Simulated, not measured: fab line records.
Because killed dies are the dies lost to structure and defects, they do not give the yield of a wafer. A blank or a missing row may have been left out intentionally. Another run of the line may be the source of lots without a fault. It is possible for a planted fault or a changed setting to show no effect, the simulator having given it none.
Matching of chambers	flow nand harc	3 sister chambers for NHARC_A_ONON_D2_DEP_33 on pecvd-01
The step deposits SiO2, target thk 200 nm. 3 wafers are shown with their chamber, then 8 later ones without.

WAFERS WITH THEIR CHAMBER
wafer	chamber	throttle valve pct (%)
L776.1	0	16.1
L776.3	2	17.1
L778.2	1	16.1

WAFERS WITH NO CHAMBER GIVEN
wafer	throttle valve pct (%)
L778.5	16.9
L778.6	16.0
L784.1	17.3
L784.2	16.0
L784.3	16.0
L787.1	15.9
L787.3	16.2
L787.5	15.6

WHICH CHAMBER EACH WENT THROUGH
wafer	from the rows above	in truth
L778.5	2	2
L778.6	can't be placed: 0 or 1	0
L784.1	2	2
L784.2	can't be placed: 0 or 1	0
L784.3	can't be placed: 0 or 1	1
L787.1	can't be placed: 0 or 1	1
L787.3	can't be placed: 0 or 1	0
L787.5	can't be placed: 0 or 1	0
Correctly placed: 2 of 8. Can't be placed from these rows: 6 (the true chamber is among the candidates in 6). Placed wrongly: 0.
How it was worked out, from the rows above alone: a wafer's distance from a chamber is the root of the sum, over the readings, of the square of ((its reading less the chamber's mean) divided by the reading's scatter). If the next closest chamber is less than 2 further off than the closest, the wafer can't be placed; otherwise it belongs to the closest. A chamber's mean is the mean of its shown wafers. The scatter: root of mean squared gap, hidden wafer to nearest shown wafer, with one shown wafer a chamber.
